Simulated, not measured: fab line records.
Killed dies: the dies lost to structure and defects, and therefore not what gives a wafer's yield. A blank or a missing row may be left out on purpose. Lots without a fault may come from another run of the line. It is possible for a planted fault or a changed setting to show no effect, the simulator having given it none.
Chamber matching ; flow n5-finfet ; N5_STI_FIN_REVEAL_ALD_14 on ald-sin-02: 4 sister chambers
The step deposits Si3N4, target thk 3 nm. 4 wafers are shown with their chamber, then 12 later ones without.

== WAFERS, EACH WITH ITS CHAMBER ==
wafer;chamber;heater-power-w (W)
L087.3;3;813
L088.1;1;806
L088.3;0;948
L088.5;2;768

== WAFERS MISSING THEIR CHAMBER ==
wafer;heater-power-w (W)
L089.1;821
L089.2;764
L089.5;828
L090.1;809
L090.3;810
L090.4;764
L091.1;929
L091.2;830
L091.5;753
L092.1;832
L092.2;810
L092.3;757

== EACH ONE'S CHAMBER ==
wafer;from the rows above;in truth
L089.1;can't be placed: 3 or 1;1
L089.2;2;2
L089.5;can't be placed: 3 or 1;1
L090.1;can't be placed: 1 or 3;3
L090.3;can't be placed: 3 or 1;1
L090.4;2;2
L091.1;0;0
L091.2;can't be placed: 3 or 1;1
L091.5;2;2
L092.1;can't be placed: 3 or 1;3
L092.2;can't be placed: 3 or 1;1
L092.3;2;2
Correct placement for 5 of the 12. From these rows, 7 cannot be placed; in 7 the true chamber is one of the candidates. Placed wrongly: 0.
How it was worked out, from the rows above alone: a wafer's distance from a chamber is the root of the sum, over the readings, of the square of ((its reading less the chamber's mean) divided by the reading's scatter). The wafer belongs to the nearest chamber; if the next one is less than 2 further off, it can't be placed. Each chamber's mean is taken over the wafers shown for it. The scatter: with one shown wafer a chamber, the root of the mean of the squares of how far each hidden wafer lies from its nearest shown one.
